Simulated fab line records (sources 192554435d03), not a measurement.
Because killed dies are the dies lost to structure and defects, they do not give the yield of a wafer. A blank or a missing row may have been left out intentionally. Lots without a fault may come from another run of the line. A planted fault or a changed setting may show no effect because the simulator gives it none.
Matching of chambers	flow n5 finfet	N5_BEOL_M7_ALD_77 on ald metal-01: 4 sister chambers
The step deposits TaN, target thk 2 nm, pulse time 2 s, purge time 3 s. 4 wafers are shown with their chamber, then 8 later ones without.

EACH WAFER AND ITS CHAMBER
wafer	chamber	heater power w (W)
L093.1	1	435
L093.2	0	353
L093.4	2	421
L095.2	3	448

WAFERS WITH NO CHAMBER GIVEN
wafer	heater power w (W)
L095.3	350
L095.4	437
L096.1	358
L096.2	431
L096.3	433
L096.4	457
L096.5	345
L096.6	454

WHICH CHAMBER EACH WENT THROUGH
wafer	from the rows above	in truth
L095.3	0	0
L095.4	can't be placed: 1 or 3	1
L096.1	0	0
L096.2	can't be placed: 1 or 2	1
L096.3	can't be placed: 1 or 2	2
L096.4	3	3
L096.5	0	0
L096.6	3	3
5 of 8 placed correctly. Can't be placed from these rows: 3 (the true chamber is among the candidates in 3). Placed wrongly: 0.
How it was worked out, from the rows above alone: a wafer's distance from a chamber is the root of the sum, over the readings, of the square of ((its reading less the chamber's mean) divided by the reading's scatter). The wafer belongs to the nearest chamber; if the next one is less than 2 further off, it can't be placed. The mean given for a chamber averages the wafers shown for that chamber. The scatter (one wafer shown for each chamber): square how far every hidden wafer sits from the nearest shown wafer, average those squares and take the square root.
